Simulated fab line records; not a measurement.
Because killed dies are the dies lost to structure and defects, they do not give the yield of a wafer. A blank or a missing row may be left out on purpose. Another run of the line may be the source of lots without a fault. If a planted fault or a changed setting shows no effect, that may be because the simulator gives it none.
A struck lot beside a sound one + flow n5-finfet + 15 out of 1938 route steps
Sound: the wafers L972.1, L972.2, L972.3. Struck: wafer L969.3. (L969.2 of the same lot was not struck and is left out.) The cause comes at the end.
At each step with rows: each side's tool, then ch and its chambers, then its first start. Under that, the readings that differ: sound wafers + struck wafers + difference of the means + sigmas: that difference in standard deviations of wafers without a fault.
alike: readings whose means differ by less than 2 such deviations, and words and numbers that are the same on both sides. not compared: withheld readings, readings that some wafer has no value for, bounds like >300 that may hide the same value, and numbers for which the record gives no deviation and whose values overlap.
The two part at a step that has a row with sigmas, a row that says differs or no value, or rows on one side only. Numbers that have no deviation but don't overlap get no sigmas and don't part them. A reading that every wafer of one side lacks parts them only if that side has two wafers or more.

first, 7 steps without rows for these wafers: N5_BEOL_M10_COAT_64 (time 60 s, resist thk 30 nm); N5_BEOL_M10_COAT_22 (resist thk 90 nm); N5_BEOL_M10_EBR_24; N5_BEOL_M10_SOFTBAKE_23 (time 60 s); N5_BEOL_M10_EXPOSE_25 (exposes mask V9); N5_BEOL_M10_PEB_26 (peb time 60 s); N5_BEOL_M10_DEVELOP_27 (develop time 30 s).
N5_BEOL_M10_CD_MEAS_28: target cd 70 nm.
  sound on cd-sem-03 ch 0, day 14 03:29; struck on cd-sem-01 ch 0, day 13 07:46
  alike: cd-nm
N5_BEOL_M10_OVL_MEAS_29:
  sound on overlay-02 ch 0, day 14 03:31; struck on overlay-02 ch 0, day 13 07:49
  alike: V9_OVL
N5_BEOL_M10_INSPECT_30: inspects for defects (brightfield).
  sound on defect-inspect-02 at day 14 03:32; struck on defect-inspect-01 at day 13 07:50
  alike: raw-defect-count
N5_BEOL_M10_DESCUM_33: chemistry O2, time 7.9 s.
  sound on rie-diel-03 ch 1,2,3, day 14 03:46; struck on rie-diel-01 ch 2, day 13 08:30
  alike: drypump-motor-current-A, oes-product-au, rf-vpp-V, showerhead-plenum-p-Torr, throttle-valve-pct
  not compared: rf-hours-counter-h
N5_BEOL_M10_ETCH_65: etches SiARC in CF4, target depth 39 nm, time 65 s.
  sound on rie-diel-03 ch 1,2,3, day 14 03:49; struck on rie-diel-01 ch 2, day 13 08:32
  alike: drypump-motor-current-A, etch-rf-on-time-s, oes-product-au, rf-vpp-V, showerhead-plenum-p-Torr, throttle-valve-pct
  not compared: rf-hours-counter-h
N5_BEOL_M10_ETCH_66: etches SOC in N2/H2, target depth 120 nm, overetch 24 nm, time 180 s.
  sound on rie-diel-03 ch 1,2,3, day 14 03:52; struck on rie-diel-01 ch 2, day 13 08:35
| reading                                     | sound          | struck | difference | sigmas |
|---------------------------------------------|----------------|--------|------------|--------|
| model.SiARC_of_BEOL_M10_COAT_64.thk-nm (nm) | 22.4 22.2 22.6 | 24.8   | +2.4       |        |
  alike: drypump-motor-current-A, oes-product-au, rf-vpp-V, showerhead-plenum-p-Torr, throttle-valve-pct
  not compared: rf-hours-counter-h
then, 1 step without rows for these wafers: N5_BEOL_M10_STRIP_69 (strips in N2/H2).
-- here the record skips 2 days between the struck wafers' starts before and after, leaving off in module BEOL_M10 and picking up in module PASSIVATION (first step shown: number 1936 of the route) --
N5_PASSIVATION_PROBE_49:
  sound on prober-02 at day 16 08:23; struck on prober-01 at day 15 18:52
| reading         | sound | struck | difference | sigmas |
|-----------------|-------|--------|------------|--------|
| killed-at-other | 0 6 1 | 9      | +7         | +2     |
  alike: defect-limited-yield, killed_at_M0_to_M3, killed_at_M4_up, killed-at-contacts, killed-at-front-end, killed-dies, killed-open, killed-short, sort_bin_4_leakage, sort_bin_5_function, sort_bin_6_memory, sort_bin_8_speed, sort-n-pass, sort-yield-pct

## WHERE THEY PART
N5_PASSIVATION_PROBE_49 only, going by this record.

WHY: whatever the simulator had introduced
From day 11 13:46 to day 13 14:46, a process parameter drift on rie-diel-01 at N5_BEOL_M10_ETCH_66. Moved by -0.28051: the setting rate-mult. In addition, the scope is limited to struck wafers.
